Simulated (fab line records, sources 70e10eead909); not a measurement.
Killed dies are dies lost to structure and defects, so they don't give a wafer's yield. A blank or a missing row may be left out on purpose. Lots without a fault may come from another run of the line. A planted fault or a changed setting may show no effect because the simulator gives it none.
fab line records | flow nand_harc
record lots=7 wafers=21 last_day=33
route steps=1302 shown P_START@1 P_ZERO_WELL@2 END@1302
lots that met no fault: from a run of the same line without faults
start_h: hours from the record's first day to the start of the lot's first wafer shown | wait_h: hours since the lot's step before | " the same as in the row above | L1.1+2: a row that stands for several wafers | - no value, or no start given | * or withheld: withheld | < > ~ a bound
route shown NAME@n: a module of which the file shows steps, and the number in the route of the first | usual: mean/standard deviation of fault-free wafers | same: alike in all rows | chamber/n: place in a boat | sites: the reading at each site | _std_site: their standard deviation | _edge_site: outer sites' mean less inner sites' | radius_mm: how far each site lies from the wafer's centre | mask NAME#n: copy n | behind: the tool/chamber that last shaped the wafer | hold: why the lot was held/for how many hours/how that ended | device: the transistor (n, p or np) that didn't switch | end of line: the same wafers' tests at the end of the route | a step without rows: its recipe alone | killed: dies lost to structure and defects at the first sort, not the wafer's yield | map: a wafer's dies, x killed, . not, _ none there
set.NAME: the setting as run; set.NAME@STEP: as run at that earlier step | model.NAME: the simulator's own value behind a step, which no gauge read
lots at some steps of the route; a table a step, a row a wafer
services: from which hour (start_h, from the record's first day; less than 0 if before it) a tool's chamber was out of use, for how many hours, and why
## steps
# step NHARC_P_START_INSPECT_01
# usual raw_defect_count=3.4/1.9
# columns lot.wafer tool chamber start_h wait_h raw_defect_count
L985.1 defect_inspect-01 - 60.04 - 2
L985.2 " - " " 5
L985.5 " - " " 0
L987.2 defect_inspect-02 - 80.04 - 0
L987.4 " - " " 1
L987.5 " - " " 2
L988.3 defect_inspect-01 - 90.04 - 4
L988.4 " - " " 4
L988.6 " - " " 1
L996.2 defect_inspect-01 - 170.04 - 2
L996.4 " - " " 2
L996.6 " - " " 0
L998.1 defect_inspect-01 - 190.03 - 3
L998.3 " - " " 1
L998.6 " - " " 2
L101.3 defect_inspect-02 - 220.04 - 4
L101.5 " - " " 2
L101.6 " - " " 4
L104.1 defect_inspect-01 - 250.04 - 2
L104.2 " - " " 5
L104.5 " - " " 3
# step NHARC_P_ZERO_WELL_PRECLEAN_00
# recipe time_s=600 temp_c=120 chemistry=SPM
# step NHARC_P_ZERO_WELL_SRD_01
# step NHARC_P_ZERO_WELL_PECVD_02
# recipe target_thk_a=100 temp_c=400 pressure_torr=6.5 rf_w=withheld teos_flow_sccm=withheld flow_sccm=2650 target_thk_nm=10 gas=O2 material=SiO2
# step NHARC_P_ZERO_WELL_DEHYDRATE_03
# recipe temp_c=150 time_s=120
# step NHARC_P_ZERO_WELL_HMDS_04
# recipe time_s=30
# step NHARC_P_ZERO_WELL_COAT_64
# recipe temp_c=200 time_s=65
# step NHARC_P_ZERO_WELL_COAT_05
# recipe spin_rpm=2000 resist_thk_nm=600
# step NHARC_P_ZERO_WELL_SOFTBAKE_06
# recipe temp_c=125 time_s=70
# usual exhaust_pa=44.9/0.83 heater_power_total_W=201.0/1.3
# columns lot.wafer tool chamber start_h wait_h exhaust_pa heater_power_total_W
L985.1 litho_track-05 0 60 - 44.1 224.2
L985.2 " 0 " " 45.9 226.2
L985.5 " 0 " " 44.4 223.6
L987.2 litho_track-05 0 80 - 45.3 224.8
L987.4 " 0 " " 44.9 226.8
L987.5 " 0 " " 44.4 223.0
L988.3 litho_track-05 0 90 - 45.9 225.3
L988.4 " 0 " " 44.5 223.5
L988.6 " 0 " " 45.1 226.8
L996.2 litho_track-03 0 170 - 44.3 202.0
L996.4 " 0 " " 46.6 201.2
L996.6 " 0 " " 46.3 199.1
L998.1 litho_track-07 0 190 - 45.1 201.7
L998.3 " 0 " " 45.8 200.5
L998.6 " 0 " " 45.2 202.1
L101.3 litho_track-05 0 220 - 45.1 202.5
L101.5 " 0 " " 43.8 198.9
L101.6 " 0 " " 44.5 199.3
L104.1 litho_track-07 0 250 - 44.1 199.8
L104.2 " 0 " " 43.9 202.3
L104.5 " 0 " " 44.4 201.6
# step NHARC_P_ZERO_WELL_EBR_07
# step NHARC_END_SORT_01
# recipe temp_c=25
# usual killed_at_array=62/20 killed_at_other=0.8/1.1 killed_at_periphery=3.5/2.4 killed_dies=66/21 killed_open=3.5/1.9 killed_short=2.5/1.7
# same gross_dies=677
# columns lot.wafer tool chamber start_h wait_h killed_at_array killed_at_other killed_at_periphery killed_dies killed_open killed_short
L985.1 prober-01 0 599.75 2.5 93 4 0 97 5 4
L985.2 prober-01 0 600.54 2.8 70 1 1 72 1 1
L985.5 prober-01 0 602.91 3.7 91 1 0 92 5 1
L988.3 prober-02 0 635.66 3.1 69 0 1 70 5 3
L988.4 prober-02 0 636.46 3.4 94 0 3 97 4 3
L988.6 prober-02 0 638.07 4.0 89 0 2 91 4 2
L987.2 prober-01 0 644.48 2.8 86 1 4 91 2 2
L987.4 prober-01 0 646.07 3.4 75 3 3 81 3 1
L987.5 prober-01 0 646.86 3.7 63 1 5 69 4 3
L996.2 prober-02 0 705.98 2.8 100 0 7 107 2 3
L996.4 prober-02 0 707.57 3.4 105 0 3 108 6 1
L996.6 prober-02 0 709.17 4.0 111 1 3 115 2 2
L101.3 prober-02 0 781.31 3.1 39 0 1 40 4 5
L101.5 prober-02 0 782.90 3.7 40 0 2 42 3 2
L101.6 prober-02 0 783.69 4.0 37 2 2 41 6 2
# killed by level:class
L985.1 A_CHANNEL_HOLE_D1:chamber_film_flake=37 A_SLIT:chamber_film_flake=31 A_CHANNEL_HOLE_D2:chamber_film_flake=12 A_CONTACT:chamber_film_flake=3 THIN_TSV:chamber_film_flake=3 A_CHANNEL_FILL_D2:geometric_particle:open=2 A_ONON_D1:geometric_particle:short=1 A_ONON_D1:geometric_particle:open=1
L985.2 A_CHANNEL_HOLE_D1:chamber_film_flake=34 A_SLIT:chamber_film_flake=26 A_CHANNEL_HOLE_D2:chamber_film_flake=3 A_STAIRCASE:chamber_film_flake=3 A_CONTACT:chamber_film_flake=2 A_CHANNEL_HOLE_D1:geometric_particle:short=1 A_SGD_CUT:geometric_particle:open=1 P_GATE:chamber_film_flake=1
L985.5 A_CHANNEL_HOLE_D1:chamber_film_flake=33 A_SLIT:chamber_film_flake=32 A_CHANNEL_HOLE_D2:chamber_film_flake=12 A_STAIRCASE:chamber_film_flake=4 A_CONTACT:chamber_film_flake=3 A_CHANNEL_FILL_D1:geometric_particle:open=2 A_ONON_D1:geometric_particle:open=1 A_WL_FILL:geometric_particle:short=1
L988.3 A_CHANNEL_HOLE_D1:chamber_film_flake=23 A_SLIT:chamber_film_flake=18 A_CONTACT:chamber_film_flake=6 A_CHANNEL_HOLE_D2:chamber_film_flake=6 A_STAIRCASE:chamber_film_flake=4 A_CHANNEL_FILL_D2:chamber_film_flake=2 P_M2:geometric_particle:open=1 A_ONON_D1:geometric_particle:open=1
L988.4 A_CHANNEL_HOLE_D1:chamber_film_flake=36 A_SLIT:chamber_film_flake=28 A_CHANNEL_HOLE_D2:chamber_film_flake=12 A_STAIRCASE:chamber_film_flake=5 A_CONTACT:chamber_film_flake=3 A_CHANNEL_FILL_D2:chamber_film_flake=2 P_M0:geometric_particle:open=1 A_SOURCE_PLATE:geometric_particle:open=1
L988.6 A_SLIT:chamber_film_flake=35 A_CHANNEL_HOLE_D1:chamber_film_flake=29 A_CHANNEL_HOLE_D2:chamber_film_flake=11 A_STAIRCASE:chamber_film_flake=3 A_CONTACT:chamber_film_flake=3 A_ONON_D1:geometric_particle:open=1 A_CHANNEL_FILL_D1:geometric_particle:open=1 A_CHANNEL_FILL_D2:geometric_particle:open=1
L987.2 A_SLIT:chamber_film_flake=33 A_CHANNEL_HOLE_D2:chamber_film_flake=32 A_CHANNEL_HOLE_D1:chamber_film_flake=5 A_CONTACT:chamber_film_flake=5 A_STAIRCASE:chamber_film_flake=3 P_ZERO_WELL:chamber_film_flake=2 P_GATE:chamber_film_flake=2 A_ZERO_WELL:chamber_film_flake=2
L987.4 A_CHANNEL_HOLE_D2:chamber_film_flake=29 A_SLIT:chamber_film_flake=24 A_CHANNEL_HOLE_D1:chamber_film_flake=8 A_STAIRCASE:chamber_film_flake=5 A_ZERO_WELL:chamber_film_flake=4 THIN_TSV:chamber_film_flake=3 P_GATE:geometric_particle:open=1 A_CHANNEL_FILL_D1:geometric_particle:open=1
L987.5 A_SLIT:chamber_film_flake=25 A_CHANNEL_HOLE_D2:chamber_film_flake=16 A_CONTACT:chamber_film_flake=5 P_GATE:chamber_film_flake=3 A_CHANNEL_HOLE_D1:chamber_film_flake=3 A_WL_FILL:chamber_film_flake=3 A_ZERO_WELL:chamber_film_flake=2 A_CHANNEL_FILL_D1:chamber_film_flake=2
L996.2 A_CHANNEL_HOLE_D1:chamber_film_flake=34 A_SLIT:chamber_film_flake=32 A_CHANNEL_HOLE_D2:chamber_film_flake=26 A_CONTACT:chamber_film_flake=3 A_BONDPAD:chamber_film_flake=3 P_GATE:chamber_film_flake=2 P_M2:chamber_film_flake=2 P_STI:geometric_particle:open=1
L996.4 A_SLIT:chamber_film_flake=34 A_CHANNEL_HOLE_D1:chamber_film_flake=27 A_CHANNEL_HOLE_D2:chamber_film_flake=23 A_CONTACT:chamber_film_flake=4 A_BONDPAD:chamber_film_flake=4 A_BLC:geometric_particle:open=3 P_GATE:chamber_film_flake=2 A_STAIRCASE:chamber_film_flake=2
L996.6 A_SLIT:chamber_film_flake=40 A_CHANNEL_HOLE_D1:chamber_film_flake=33 A_CHANNEL_HOLE_D2:chamber_film_flake=25 A_CONTACT:chamber_film_flake=4 A_ZERO_WELL:chamber_film_flake=2 A_CHANNEL_HOLE_D2:geometric_particle:short=1 A_CHANNEL_HOLE_D2:geometric_particle:open=1 A_CHANNEL_FILL_D2:geometric_particle:short=1
L101.3 A_CHANNEL_HOLE_D1:chamber_film_flake=19 A_SLIT:chamber_film_flake=5 A_CHANNEL_FILL_D1:geometric_particle:open=2 A_CHANNEL_FILL_D2:chamber_film_flake=2 A_STAIRCASE:chamber_film_flake=2 A_SOURCE_PLATE:geometric_particle:short=1 A_ONON_D1:geometric_particle:short=1 A_ONON_D2:geometric_particle:short=1
L101.5 A_CHANNEL_HOLE_D1:chamber_film_flake=20 A_SLIT:chamber_film_flake=10 A_CONTACT:chamber_film_flake=3 A_STAIRCASE:chamber_film_flake=2 A_CHANNEL_FILL_D1:geometric_particle:open=1 A_ONON_D2:geometric_particle:short=1 A_CHANNEL_HOLE_D2:geometric_particle:open=1 A_CHANNEL_HOLE_D2:geometric_particle:short=1
L101.6 A_CHANNEL_HOLE_D1:chamber_film_flake=19 A_SLIT:chamber_film_flake=7 A_BLC:geometric_particle:open=3 A_CONTACT:chamber_film_flake=3 THIN_TSV:chamber_film_flake=2 P_CONTACT:geometric_particle:open=1 A_ONON_D2:geometric_particle:short=1 A_CHANNEL_FILL_D2:geometric_particle:open=1
## services
# columns tool chamber start_h hours kind
litho_track-07 - 76.00 7.0 pm
litho_track-03 - 100.00 7.0 pm
litho_track-05 - 124.00 7.0 pm
## key
first_sign step=NHARC_P_ZERO_WELL_SOFTBAKE_06 reading=heater_power_total_W direction=up sigmas=18 usual=* struck=*
effect none on later readings
met_at NHARC_P_ZERO_WELL_SOFTBAKE_06
struck_wafers L985.1,L985.2,L985.5,L987.2,L987.4,L987.5,L988.3,L988.4,L988.6
tester_left_out L985,L987,L988
fault kind=process_parameter_drift tool=litho_track-05 chamber=- onset_h=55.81 steps=NHARC_P_ZERO_WELL_SOFTBAKE_06 channel=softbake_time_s offset=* shape=step end_h=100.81 acts_in=* stated=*
# tester_left_out: of these lots the tester's yield and bins aren't shown, on N5 and GAA mostly nor the transistor test; their killed dies are dies lost to structure and defects alone, not to doping, threshold or leakage, so they don't give the yield
